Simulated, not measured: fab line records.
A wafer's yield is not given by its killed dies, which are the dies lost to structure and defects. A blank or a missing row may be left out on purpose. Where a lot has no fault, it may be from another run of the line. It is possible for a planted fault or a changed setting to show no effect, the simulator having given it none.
fab line records + flow nand-harc
record
- lots=13
- wafers=37
- last-day=33
route steps=1302 shown P_BONDPAD@369 A_ONON_D1@438 A_CHANNEL_HOLE_D1@464
lots untouched by any fault: they come from a run of this same line in which no faults occurred
start-h: hours from the record's first day to the start of the lot's first wafer shown + wait-h: hours since the lot's step before + " same as the row above + L1.1+2: several wafers, shown together as one row + - no value present, or no start provided + * or withheld: withheld + < > ~ a bound
route shown NAME@n: NAME is a module with steps in the file, n the number in the route of the first one + usual: mean and standard deviation over wafers with no fault + same: alike in all rows + chamber/n: place in a boat + sites: the reading at each site + _std_site: standard deviation of those values + _edge_site: inner sites' mean taken away from outer sites' mean + radius-mm: how far each site lies from the wafer's centre + mask NAME#n: copy n + behind: the most recent tool/chamber to have shaped the wafer + hold: what put the lot on hold/how long, in hours/how the hold closed + device: which transistor (n, p or np) failed to switch + end of line: at the end of the route, the tests of the same wafers + step lacking rows: just its recipe + killed: dies that structure and defects cost at the first sort, which is not the same as the wafer's yield + map: a wafer's dies, marking killed ones x, the rest . and places with no die _
set.NAME: the setting as run; set.NAME@STEP: as run at that earlier step + model.NAME: the simulator's own value behind a step, which no gauge read
a sample of lots followed through the steps of the route, with each step as a table and each wafer as a row
services: from which hour (start-h, from the record's first day; less than 0 if before it) a tool's chamber was out of use, for how many hours, and why
## steps
# step NHARC_P_BONDPAD_ETCH_12
# recipe
- target-depth-a=2000
- time-s=100
- chf3-flow-sccm=50
- o2-flow-sccm=10
- ar-flow-sccm=200
- rf-w=500
- bias-w=200
- chemistry=CHF3/O2
# usual
- drypump-motor-current-A=5.9/0.31
- oes-product-au=0.947/0.024
- rf-vpp-V=370.7/1.7
- showerhead-plenum-p-Torr=2.40/0.066
- throttle-valve-pct=20.573/0.0088
| lot.wafer | tool        | chamber | start-h | wait-h | drypump-motor-current-A | oes-product-au | rf-hours-counter-h | rf-vpp-V | showerhead-plenum-p-Torr | throttle-valve-pct |
|-----------|-------------|---------|---------|--------|-------------------------|----------------|--------------------|----------|--------------------------|--------------------|
| L344.1    | rie-diel-05 | 0       | -       | -      | 6.3                     | 0.922          | 3.5                | 369.3    | 2.34                     | 20.568             |
| L344.6    | "           | 2       | "       | "      | 6.3                     | 0.929          | -                  | 370.9    | 2.35                     | 20.564             |
| L344.5    | "           | 3       | "       | "      | 5.6                     | 0.930          | -                  | 371.6    | 2.47                     | 20.563             |
| L345.2    | rie-diel-06 | 2       | -       | -      | 6.3                     | 0.968          | 0.1                | 372.0    | 2.40                     | 20.577             |
| L345.3    | "           | 3       | "       | "      | 6.1                     | 0.965          | 0.1                | 372.7    | 2.53                     | 20.575             |
| L345.5    | "           | 2       | "       | "      | 6.2                     | 0.967          | -                  | 370.7    | 2.40                     | 20.574             |
| L346.2    | rie-diel-04 | 1       | -       | -      | 6.0                     | 0.929          | 4.4                | 367.5    | 2.32                     | 20.587             |
| L346.4    | "           | 0       | "       | "      | 6.1                     | 0.933          | 4.8                | 369.1    | 2.40                     | 20.554             |
| L346.6    | "           | 1       | "       | "      | 6.0                     | 0.935          | -                  | 369.0    | 2.32                     | 20.570             |
| L347.1    | rie-diel-05 | 3       | -       | -      | 5.6                     | 0.939          | 4.4                | 373.1    | 2.47                     | 20.572             |
| L347.3    | "           | 0       | "       | "      | 6.3                     | 0.939          | 4.8                | 368.4    | 2.34                     | 20.561             |
| L347.4    | "           | 1       | "       | "      | 5.9                     | 0.939          | 5.2                | 371.5    | 2.46                     | 20.589             |
| L348.2    | rie-diel-05 | 0       | -       | -      | 6.3                     | 0.967          | 6.2                | 369.4    | 2.34                     | 20.565             |
| L348.1    | "           | 3       | "       | "      | 5.6                     | 0.980          | 5.6                | 373.3    | 2.47                     | 20.577             |
| L348.5    | "           | 0       | "       | "      | 6.3                     | 0.963          | -                  | 369.3    | 2.34                     | 20.555             |
| L349.1    | rie-diel-05 | 1       | -       | -      | 6.0                     | 0.932          | 7.0                | 372.9    | 2.46                     | 20.575             |
| L349.2    | "           | 2       | "       | "      | 6.3                     | 0.933          | 6.5                | 369.9    | 2.35                     | 20.560             |
| L349.5    | "           | 3       | "       | "      | 5.6                     | 0.930          | -                  | 371.5    | 2.47                     | 20.569             |
| L351.2    | rie-diel-04 | 0       | -       | -      | 6.1                     | 0.960          | 0.8                | 371.5    | 2.40                     | 20.556             |
| L351.4    | "           | 1       | "       | "      | 5.9                     | 0.995          | 1.0                | 369.1    | 2.32                     | 20.570             |
| L351.6    | "           | 0       | "       | "      | 6.1                     | 0.973          | -                  | 371.2    | 2.40                     | 20.581             |
| L353.2    | rie-diel-06 | 0       | -       | -      | 5.2                     | 0.920          | 7.2                | 366.4    | 2.29                     | 20.577             |
| L353.4    | "           | 2       | "       | "      | 6.2                     | 0.914          | 6.0                | 370.2    | 2.40                     | 20.588             |
| L353.6    | "           | 0       | "       | "      | 5.2                     | 0.928          | -                  | 367.8    | 2.29                     | 20.567             |
| L358.1    | rie-diel-06 | 1       | -       | -      | 5.7                     | 0.944          | 8.2                | 370.4    | 2.41                     | 20.584             |
| L358.6    | "           | 0       | "       | "      | 5.2                     | 0.927          | -                  | 367.8    | 2.29                     | 20.565             |
| L358.5    | "           | 1       | "       | "      | 5.7                     | 0.931          | -                  | 370.2    | 2.41                     | 20.569             |
| L361.6    | rie-diel-04 | 0       | -       | -      | 6.1                     | 0.928          | -                  | 370.6    | 2.40                     | 20.572             |
| L363.4    | rie-diel-04 | 3       | -       | -      | 5.7                     | 0.973          | 3.8                | 371.1    | 2.43                     | 20.578             |
| L363.1    | "           | 1       | "       | "      | 5.9                     | 0.977          | 4.5                | 369.3    | 2.32                     | 20.568             |
| L363.2    | "           | 2       | "       | "      | 6.0                     | 0.963          | 4.1                | 373.0    | 2.49                     | 20.566             |
| L365.3    | rie-diel-05 | 3       | -       | -      | 5.5                     | 0.952          | 3.9                | 372.5    | 2.46                     | 20.571             |
| L365.4    | "           | 0       | "       | "      | 6.3                     | 0.958          | 3.6                | 369.8    | 2.34                     | 20.586             |
| L365.6    | "           | 2       | "       | "      | 6.3                     | 0.941          | -                  | 369.4    | 2.35                     | 20.579             |
| L367.3    | rie-diel-04 | 3       | -       | -      | 5.7                     | 0.965          | 0.0                | 370.3    | 2.42                     | 20.561             |
| L367.4    | "           | 0       | "       | "      | 6.1                     | 0.966          | 0.0                | 371.1    | 2.40                     | 20.580             |
| L367.5    | "           | 1       | "       | "      | 5.9                     | 0.963          | -                  | 369.9    | 2.32                     | 20.588             |
# step NHARC_P_BONDPAD_ANNEAL_28
# recipe
- temp-c=225
- time-s=90
# usual
- wafer_temp_C_max=226.1/0.47
| lot.wafer | tool          | chamber | start-h | wait-h | wafer_temp_C_max |
|-----------|---------------|---------|---------|--------|------------------|
| L344.1    | rtp-anneal-01 | 0       | 137.18  | -      | 225.8            |
| L344.5    | "             | 0       | "       | "      | 226.0            |
| L344.6    | "             | 0       | "       | "      | 225.9            |
| L345.2    | rtp-anneal-01 | 0       | 144.82  | -      | 225.3            |
| L345.3    | "             | 0       | "       | "      | 225.7            |
| L345.5    | "             | 0       | "       | "      | 225.6            |
| L346.2    | rtp-anneal-02 | 0       | 159.99  | -      | 226.4            |
| L346.4    | "             | 0       | "       | "      | 226.4            |
| L346.6    | "             | 0       | "       | "      | 226.4            |
| L347.1    | rtp-anneal-02 | 0       | 161.98  | -      | 226.5            |
| L347.3    | "             | 0       | "       | "      | 226.5            |
| L347.4    | "             | 0       | "       | "      | 226.0            |
| L348.1    | rtp-anneal-02 | 0       | 180.04  | 0.3    | 226.1            |
| L348.2    | "             | 0       | "       | "      | 226.0            |
| L348.5    | "             | 0       | "       | "      | 226.2            |
| L349.1    | rtp-anneal-01 | 0       | 188.07  | 0.3    | 225.7            |
| L349.2    | "             | 0       | "       | "      | 225.9            |
| L349.5    | "             | 0       | "       | "      | 225.9            |
| L351.2    | rtp-anneal-02 | 0       | 204.33  | -      | 226.9            |
| L351.4    | "             | 0       | "       | "      | 226.9            |
| L351.6    | "             | 0       | "       | "      | 226.3            |
| L353.2    | rtp-anneal-02 | 0       | 228.61  | 0.4    | 226.6            |
| L353.4    | "             | 0       | "       | "      | 226.7            |
| L353.6    | "             | 0       | "       | "      | 226.7            |
| L358.1    | rtp-anneal-01 | 0       | 280.22  | 0.3    | 225.9            |
| L358.5    | "             | 0       | "       | "      | 225.7            |
| L358.6    | "             | 0       | "       | "      | 225.8            |
| L361.6    | rtp-anneal-01 | 0       | 314.24  | -      | 226.0            |
| L363.1    | rtp-anneal-01 | 0       | 326.11  | -      | 225.6            |
| L363.2    | "             | 0       | "       | "      | 225.6            |
| L363.4    | "             | 0       | "       | "      | 225.7            |
| L365.3    | rtp-anneal-02 | 0       | 343.56  | 0.3    | 226.5            |
| L365.4    | "             | 0       | "       | "      | 226.7            |
| L365.6    | "             | 0       | "       | "      | 226.1            |
| L367.3    | rtp-anneal-02 | 0       | 369.25  | -      | 226.1            |
| L367.4    | "             | 0       | "       | "      | 226.3            |
| L367.5    | "             | 0       | "       | "      | 226.1            |
# step NHARC_A_ONON_D1_DEP_19
# recipe
- target-thk-a=10000
- n2-flow-sccm=2750
- n2o-flow-sccm=2000
- nh3-flow-sccm=500
- sih4-flow-sccm=210
- temp-c=400
# usual
- nh3-flow-sccm=499.7/1.5
| lot.wafer | tool          | chamber | start-h | wait-h | nh3-flow-sccm |
|-----------|---------------|---------|---------|--------|---------------|
| L344.1    | pecvd-onon-03 | 0       | 176.48  | 0.1    | 500.6         |
| L344.5    | "             | 0       | "       | "      | 497.8         |
| L344.6    | "             | 0       | "       | "      | 499.7         |
| L345.2    | pecvd-onon-01 | 0       | 176.55  | 0.1    | 500.2         |
| L345.3    | "             | 0       | "       | "      | 499.8         |
| L345.5    | "             | 0       | "       | "      | 500.9         |
| L347.1    | pecvd-onon-03 | 0       | 195.44  | 0.1    | 502.2         |
| L347.3    | "             | 0       | "       | "      | 500.4         |
| L347.4    | "             | 0       | "       | "      | 502.0         |
| L346.2    | pecvd-onon-01 | 0       | 195.49  | 0.1    | 499.7         |
| L346.4    | "             | 0       | "       | "      | 498.1         |
| L346.6    | "             | 0       | "       | "      | 502.3         |
| L348.1    | pecvd-onon-01 | 0       | 214.52  | 0.1    | 499.6         |
| L348.2    | "             | 0       | "       | "      | 498.1         |
| L348.5    | "             | 0       | "       | "      | 498.5         |
| L349.1    | pecvd-onon-03 | 0       | 222.76  | 0.1    | 498.9         |
| L349.2    | "             | 0       | "       | "      | 497.6         |
| L349.5    | "             | 0       | "       | "      | 498.4         |
| L351.2    | pecvd-onon-01 | 0       | 239.96  | 0.1    | 499.3         |
| L351.4    | "             | 0       | "       | "      | 500.6         |
| L351.6    | "             | 0       | "       | "      | 499.4         |
| L353.2    | pecvd-onon-03 | 0       | 267.52  | 0.1    | 498.6         |
| L353.4    | "             | 0       | "       | "      | 498.6         |
| L353.6    | "             | 0       | "       | "      | 498.4         |
| L358.1    | pecvd-onon-01 | 0       | 317.04  | 0.1    | 500.2         |
| L358.5    | "             | 0       | "       | "      | 498.0         |
| L358.6    | "             | 0       | "       | "      | 501.3         |
| L361.6    | pecvd-onon-03 | 0       | 350.64  | 0.3    | 500.0         |
| L363.1    | pecvd-onon-04 | 0       | 361.86  | 0.1    | 497.7         |
| L363.2    | "             | 0       | "       | "      | 499.5         |
| L363.4    | "             | 0       | "       | "      | 500.9         |
| L365.3    | pecvd-onon-04 | 0       | 380.23  | 0.2    | 499.0         |
| L365.4    | "             | 0       | "       | "      | 499.1         |
| L365.6    | "             | 0       | "       | "      | 500.0         |
| L367.3    | pecvd-onon-04 | 0       | 412.02  | 0.2    | 499.6         |
| L367.4    | "             | 0       | "       | "      | 498.9         |
| L367.5    | "             | 0       | "       | "      | 495.4         |
# step NHARC_A_ONON_D1_THK_MEAS_21
# recipe
- thk-meas-gauge=ellipsometry
# usual
- thk-nm=1002/7.2
| lot.wafer | tool          | chamber | start-h | wait-h | hold                     | thk-nm |
|-----------|---------------|---------|---------|--------|--------------------------|--------|
| L344.1    | film-metro-01 | -       | 176.99  | -      | -                        | 1004   |
| L344.5    | "             | -       | "       | "      | -                        | 1006   |
| L344.6    | "             | -       | "       | "      | -                        | 1004   |
| L345.2    | film-metro-02 | -       | 177.00  | -      | -                        | 998    |
| L345.3    | "             | -       | "       | "      | -                        | 997    |
| L345.5    | "             | -       | "       | "      | -                        | 997    |
| L346.2    | film-metro-01 | -       | 195.94  | -      | -                        | 996    |
| L346.4    | "             | -       | "       | "      | -                        | 997    |
| L346.6    | "             | -       | "       | "      | -                        | 996    |
| L347.1    | film-metro-02 | -       | 195.95  | -      | -                        | 1006   |
| L347.3    | "             | -       | "       | "      | -                        | 1008   |
| L347.4    | "             | -       | "       | "      | -                        | 1004   |
| L348.1    | film-metro-02 | -       | 215.03  | -      | -                        | 1007   |
| L348.2    | "             | -       | "       | "      | -                        | 1006   |
| L348.5    | "             | -       | "       | "      | -                        | 1007   |
| L349.1    | film-metro-02 | -       | 223.27  | -      | -                        | 1003   |
| L349.2    | "             | -       | "       | "      | -                        | 1003   |
| L349.5    | "             | -       | "       | "      | -                        | 1003   |
| L351.2    | film-metro-02 | -       | 240.42  | -      | -                        | 994    |
| L351.4    | "             | -       | "       | "      | -                        | 995    |
| L351.6    | "             | -       | "       | "      | -                        | 993    |
| L353.2    | film-metro-02 | -       | 267.98  | -      | -                        | 988    |
| L353.4    | "             | -       | "       | "      | -                        | 988    |
| L353.6    | "             | -       | "       | "      | -                        | 988    |
| L358.1    | film-metro-02 | -       | 317.55  | -      | -                        | 1013   |
| L358.5    | "             | -       | "       | "      | -                        | 1012   |
| L358.6    | "             | -       | "       | "      | -                        | 1011   |
| L361.6    | film-metro-02 | -       | 350.86  | -      | await-dispo/0.2h/release | 1583   |
| L361.6    | film-metro-02 | -       | 351.03  | 0.2    | -                        | 1583   |
| L363.1    | film-metro-01 | -       | 362.37  | -      | -                        | 1002   |
| L363.2    | "             | -       | "       | "      | -                        | 1000   |
| L363.4    | "             | -       | "       | "      | -                        | 1000   |
| L365.3    | film-metro-01 | -       | 380.62  | -      | -                        | 1005   |
| L365.4    | "             | -       | "       | "      | -                        | 1004   |
| L365.6    | "             | -       | "       | "      | -                        | 1004   |
| L367.3    | film-metro-01 | -       | 412.42  | -      | -                        | 1013   |
| L367.4    | "             | -       | "       | "      | -                        | 1014   |
| L367.5    | "             | -       | "       | "      | -                        | 1010   |
# step NHARC_A_CHANNEL_HOLE_D1_INSPECT_12
# usual
- raw-defect-count=6/3.4
| lot.wafer | tool              | chamber | start-h | wait-h | raw-defect-count |
|-----------|-------------------|---------|---------|--------|------------------|
| L345.2    | defect-inspect-01 | -       | 184.04  | 0.0    | 6                |
| L345.3    | "                 | -       | "       | "      | 5                |
| L345.5    | "                 | -       | "       | "      | 5                |
| L344.1    | defect-inspect-01 | -       | 184.62  | 0.0    | 4                |
| L344.5    | "                 | -       | "       | "      | 7                |
| L344.6    | "                 | -       | "       | "      | 6                |
| L346.2    | defect-inspect-02 | -       | 202.72  | 0.0    | 1                |
| L346.4    | "                 | -       | "       | "      | 5                |
| L346.6    | "                 | -       | "       | "      | 6                |
| L347.1    | defect-inspect-01 | -       | 202.97  | 0.0    | 5                |
| L347.3    | "                 | -       | "       | "      | 2                |
| L347.4    | "                 | -       | "       | "      | 3                |
| L348.1    | defect-inspect-02 | -       | 221.41  | 0.0    | 4                |
| L348.2    | "                 | -       | "       | "      | 1                |
| L348.5    | "                 | -       | "       | "      | 6                |
| L349.1    | defect-inspect-01 | -       | 228.39  | 0.0    | 7                |
| L349.2    | "                 | -       | "       | "      | 6                |
| L349.5    | "                 | -       | "       | "      | 8                |
| L351.2    | defect-inspect-01 | -       | 247.78  | 0.0    | 6                |
| L351.4    | "                 | -       | "       | "      | 11               |
| L351.6    | "                 | -       | "       | "      | 9                |
| L353.2    | defect-inspect-01 | -       | 273.94  | 0.0    | 7                |
| L353.4    | "                 | -       | "       | "      | 5                |
| L353.6    | "                 | -       | "       | "      | 6                |
| L358.1    | defect-inspect-01 | -       | 322.67  | 0.0    | 6                |
| L358.5    | "                 | -       | "       | "      | 6                |
| L358.6    | "                 | -       | "       | "      | 7                |
| L363.1    | defect-inspect-02 | -       | 368.91  | 0.0    | 6                |
| L363.2    | "                 | -       | "       | "      | 7                |
| L363.4    | "                 | -       | "       | "      | 4                |
| L365.3    | defect-inspect-02 | -       | 393.34  | 0.0    | 13               |
| L365.4    | "                 | -       | "       | "      | 8                |
| L365.6    | "                 | -       | "       | "      | 8                |
| L367.3    | defect-inspect-02 | -       | 418.86  | 0.0    | 13               |
| L367.4    | "                 | -       | "       | "      | 0                |
| L367.5    | "                 | -       | "       | "      | 4                |
## services
| tool          | chamber | start-h | hours | kind   |
|---------------|---------|---------|-------|--------|
| rie-diel-04   | 0       | 113.09  | 1.3   | repair |
| rie-diel-04   | 0       | 120.72  | 6.6   | repair |
| rie-diel-05   | -       | 125.62  | 0.8   | repair |
| pecvd-onon-04 | -       | 130.00  | 13.0  | pm     |
| rie-diel-06   | -       | 130.22  | 9.0   | pm     |
| rie-diel-05   | 0       | 135.10  | -     | clean  |
| rie-diel-04   | 1       | 142.39  | 2.6   | repair |
| rie-diel-04   | 2       | 142.53  | 5.8   | repair |
| rie-diel-04   | -       | 177.90  | 9.0   | pm     |
| rie-diel-06   | 2       | 207.28  | 1.3   | repair |
| pecvd-onon-03 | -       | 227.00  | 13.0  | pm     |
| rie-diel-05   | -       | 229.60  | 9.0   | pm     |
| pecvd-onon-01 | -       | 269.42  | 13.0  | pm     |
| rie-diel-04   | 0       | 299.95  | 6.7   | repair |
| rie-diel-06   | -       | 307.22  | 9.0   | pm     |
| pecvd-onon-04 | -       | 311.00  | 13.0  | pm     |
| rie-diel-06   | 3       | 341.48  | 11.9  | repair |
| rie-diel-04   | -       | 354.90  | 9.0   | pm     |
| rie-diel-06   | 1       | 371.91  | 16.1  | repair |
| rtp-anneal-01 | -       | 372.00  | 12.0  | pm     |
| rie-diel-06   | 0       | 383.56  | 3.0   | repair |
| rie-diel-05   | 0       | 387.50  | 24.7  | repair |
| rie-diel-05   | -       | 406.60  | 9.0   | pm     |
| pecvd-onon-03 | -       | 408.00  | 13.0  | pm     |
## key
first-sign
- step=NHARC_A_ONON_D1_THK_MEAS_21
- reading=visit
- direction=added
effect
- step=NHARC_A_ONON_D1_THK_MEAS_21
- reading=thk-nm
- direction=up
- sigmas=81
- usual=1002
- struck=1583
met-at NHARC_A_ONON_D1_DEP_19
struck-lots L361
struck-wafers L361.6
later-rows-left-out L361.6
sort-left-out L361.6
tester-left-out L361
not-acting-at NHARC_P_BONDPAD_ETCH_12,NHARC_P_BONDPAD_ANNEAL_28,NHARC_A_CHANNEL_HOLE_D1_INSPECT_12
onset-between 267.52 350.64
fault
- kind=process-parameter-drift
- tool=pecvd-onon-03
- chamber=-
- onset-h=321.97
- steps=NHARC_A_ONON_D1_DEP_19
- channel=target-thk-a
- offset=*
- shape=step
- end-h=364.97
- scope=struck-wafers-only
- acts-in=*
- stated=*
# tester-left-out: of these lots the tester's yield and bins aren't shown, on N5 and GAA mostly nor the transistor test; their killed dies are dies lost to structure and defects alone, not to doping, threshold or leakage, so they don't give the yield
# sort-left-out: the simulated sort isn't trusted on such a fault, so these wafers' sort isn't shown, and their yield isn't known
# later-rows-left-out: the simulator's readings of these wafers behind a module that went badly wrong aren't trusted and aren't shown, but for the sort
